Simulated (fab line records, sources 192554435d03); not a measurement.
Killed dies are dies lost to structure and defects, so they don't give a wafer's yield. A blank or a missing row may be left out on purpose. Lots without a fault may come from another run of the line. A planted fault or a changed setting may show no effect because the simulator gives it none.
A struck lot beside a sound one | flow n5_finfet | 43 steps out of a route of 1938
Sound: wafers L967.1, L967.2, L967.3. Struck: wafers L972.4, L972.5, L972.6. The cause comes at the end.
At each step with rows: each side's tool, then ch and its chambers, then its first start. Under that, the readings that differ: sound wafers | struck wafers | difference of the means | sigmas: that difference in standard deviations of wafers without a fault.
alike: readings whose means differ by less than 2 such deviations, and words and numbers that are the same on both sides. not compared: withheld readings, readings that some wafer has no value for, bounds like >300 that may hide the same value, and numbers for which the record gives no deviation and whose values overlap.
The two part at a step that has a row with sigmas, a row that says differs or no value, or rows on one side only. Numbers that don't overlap but have no deviation are shown without sigmas and don't part them. A reading that every wafer of one side lacks parts them only if that side has two wafers or more.

first, 4 steps without rows for these wafers: N5_MOL_CONTACT_COAG_PRE_CLEAN_121; N5_MOL_CONTACT_COAG_CVD_140 (deposits W, target thk 66.5 nm, time 215 s); N5_MOL_CONTACT_COAG_PRECLEAN_127 (cleans in DIW, time 57.5 s); N5_MOL_CONTACT_COAG_SRD_128 (dry time 32 s).
N5_MOL_CONTACT_COAG_CMP_52: polishes, stops on SiO2, t overpolish 1.5 s, target thk 66.5 nm.
  sound on cmp-03 ch 0,1,2, day 7 08:16; struck on cmp-02 ch 0,3, day 8 22:22
  alike: head_pressure_psi, motor_current_A, overpolish_run_s, time_to_endpoint_s
N5_MOL_CONTACT_COAG_THK_MEAS_53:
  sound on film_metro-01, day 7 08:34; struck on film_metro-01, day 8 22:37
  alike: VIA_MOL_THK
then, 1 step without rows for these wafers: N5_MOL_CONTACT_COAG_ANNEAL_112 (time 1800 s).
N5_MOL_CONTACT_COAG_INSPECT_97: inspects for defects (darkfield).
  sound on defect_inspect-01, day 7 11:37; struck on defect_inspect-01, day 9 01:44
  alike: raw_defect_count
N5_BEOL_M0_SAQP_PECVD_00: deposits SiCN from 3MS/NH3, target thk 8 nm, time 14 s.
  sound on pecvd-04 ch 0,1,2, day 7 11:56; struck on pecvd-04 ch 0,1,2, day 9 02:01
  alike: chamber_pressure_Torr, rf_fwd_power_W, showerhead_plenum_p_Torr, throttle_valve_pct
then, 2 steps without rows for these wafers: N5_BEOL_M0_SAQP_ILD_DEP_01 (deposits SiOC from DEMS/O2, target thk 45.419 nm, time 8.7 s); N5_BEOL_M0_SAQP_HM_DEP_02 (deposits TiN, target thk 12 nm).
N5_BEOL_M0_SAQP_PECVD_03: deposits SiCN from 3MS/NH3, target thk 12 nm, time 21.1 s.
  sound on pecvd-04 ch 0,1,2, day 7 12:29; struck on pecvd-01 ch 0,1,2, day 9 02:54
  no value came back on the struck wafers for chamber_pressure_Torr (Torr), rf_fwd_power_W (W), showerhead_plenum_p_Torr (Torr), throttle_valve_pct (%); on the sound wafers chamber_pressure_Torr (Torr) reads 3.006 2.995 3.013
N5_BEOL_M0_SAQP_PECVD_96: deposits a-Si from SiH4/He, target thk 45 nm, time 45.2 s.
  sound on pecvd-04 ch 0,1,2, day 7 12:31; struck on pecvd-01 ch 0,1,2, day 9 02:56
  alike: chamber_pressure_Torr, heater_power_outer_w, heater_power_w, showerhead_plenum_p_Torr, throttle_valve_pct
then, 2 steps without rows for these wafers: N5_BEOL_M0_SAQP_PECVD_97 (deposits SiNx from SiH4/NH3/N2, target thk 23 nm, time 19.9 s); N5_BEOL_M0_SAQP_PECVD_04 (deposits a-Si from SiH4/He, target thk 60 nm, time 60.2 s).
N5_BEOL_M0_SAQP_THK_MEAS_05:
  sound on film_metro-01, day 7 12:41; struck on film_metro-02, day 9 03:06
  reading     | sound          | struck         | difference | sigmas
  thk_nm (nm) | 59.4 59.2 60.1 | 61.6 61.9 61.5 | +2.1       | +3
then, 9 steps without rows for these wafers: N5_BEOL_M0_SAQP_HM_DEP_111 (deposits SiO2 from SiH4/N2O, target thk 12 nm, time 7.2 s); N5_BEOL_M0_SAQP_COAT_81 (time 60 s, resist thk 100 nm); N5_BEOL_M0_SAQP_COAT_82 (time 60 s, resist thk 30 nm); N5_BEOL_M0_SAQP_COAT_08 (resist thk 90 nm); N5_BEOL_M0_SAQP_EBR_10; N5_BEOL_M0_SAQP_SOFTBAKE_09 (time 60 s); N5_BEOL_M0_SAQP_EXPOSE_11 (exposes mask M0 CORE, target cd 42 nm); N5_BEOL_M0_SAQP_PEB_12 (peb time 60 s); N5_BEOL_M0_SAQP_DEVELOP_13 (develop time 30 s).
N5_BEOL_M0_SAQP_CD_MEAS_14: target cd 42.5 nm.
  sound on cd_sem-01 ch 0, day 7 13:04; struck on cd_sem-01 ch 0, day 9 03:35
  alike: cd_nm
N5_BEOL_M0_SAQP_OVL_MEAS_15:
  sound on overlay-01 ch 0, day 7 13:06; struck on overlay-01 ch 0, day 9 03:37
  alike: M0_CORE_OVL
N5_BEOL_M0_SAQP_INSPECT_16: inspects for defects (brightfield).
  sound on defect_inspect-02, day 7 13:08; struck on defect_inspect-01, day 9 03:38
  alike: raw_defect_count
then, 1 step without rows for these wafers: N5_BEOL_M0_SAQP_DESCUM_19 (chemistry O2, time 7.9 s).
N5_BEOL_M0_SAQP_ETCH_83: etches SiARC in CF4, target depth 39 nm, time 65 s.
  sound on rie_diel-06 ch 0,1,3, day 7 13:11; struck on rie_diel-06 ch 0,2,3, day 9 03:42
  alike: chamber_pressure_mTorr, drypump_motor_current_A, etch_rf_on_time_s, mfc_ar_sccm, oes_product_au, rf_vpp_V, showerhead_plenum_p_Torr, throttle_valve_pct
  not compared: rf_hours_counter_h
then, 4 steps without rows for these wafers: N5_BEOL_M0_SAQP_ETCH_84 (etches SOC in N2/H2, target depth 100 nm, overetch 20 nm, time 150 s); N5_BEOL_M0_SAQP_STRIP_80 (strips in N2/H2); N5_BEOL_M0_SAQP_HM_OPEN_112 (chemistry CHF3/O2, target SiO2, stops on a-Si, target depth 12 nm, time 13.5 s); N5_BEOL_M0_SAQP_STRIP_113 (strips in CHF3/O2).
N5_BEOL_M0_SAQP_MANDREL_ETCH_20: etches a-Si in HBr/Cl2, stops on SiNx, target depth 60 nm, bt time 10 s, time 30 s.
  sound on rie_si-04 ch 0,1,2, day 7 13:26; struck on rie_si-04 ch 0,2,3, day 9 03:56
  alike: chamber_pressure_mTorr, drypump_motor_current_A, oes_product_au, throttle_valve_pct
  not compared: rf_hours_counter_h
then, 6 steps without rows for these wafers: N5_BEOL_M0_SAQP_STRIP_86 (strips in N2/H2); N5_BEOL_M0_SAQP_STRIP_115 (strips in post etch residue remover, time 60 s); N5_BEOL_M0_SAQP_SRD_93 (time 30 s); N5_BEOL_M0_SAQP_RECESS_114 (chemistry HF/NH3, target SiO2, target depth 14.4 nm, afs cycles 3, sublimation time 60 s); N5_BEOL_M0_SAQP_SPACER1_ALD_98 (deposits SiO2, target thk 12.8 nm, pulse time 1 s, purge time 2 s); N5_BEOL_M0_SAQP_SPACER1_ETCHBACK_99 (etches SiO2 in CHF3/O2, target depth 15.4 nm, time 7.7 s).
N5_BEOL_M0_SAQP_CD_MEAS_29: target cd 14.4 nm.
  sound on cd_sem-01 ch 0, day 7 16:32; struck on cd_sem-02 ch 0, day 9 07:48
  reading    | sound             | struck | difference                    | sigmas
  cd_nm (nm) | 15.03 15.37 14.96 | - - -  | no value on the struck wafers |
N5_BEOL_M4_RC_MEAS_101:
  the record has rows for the sound wafers here (prober-01 ch 0, day 13 07:26) and none for the struck ones

WHERE THEY PART
First at N5_BEOL_M0_SAQP_PECVD_03; last, within this record, at N5_BEOL_M4_RC_MEAS_101.

WHY: what the simulator had put in
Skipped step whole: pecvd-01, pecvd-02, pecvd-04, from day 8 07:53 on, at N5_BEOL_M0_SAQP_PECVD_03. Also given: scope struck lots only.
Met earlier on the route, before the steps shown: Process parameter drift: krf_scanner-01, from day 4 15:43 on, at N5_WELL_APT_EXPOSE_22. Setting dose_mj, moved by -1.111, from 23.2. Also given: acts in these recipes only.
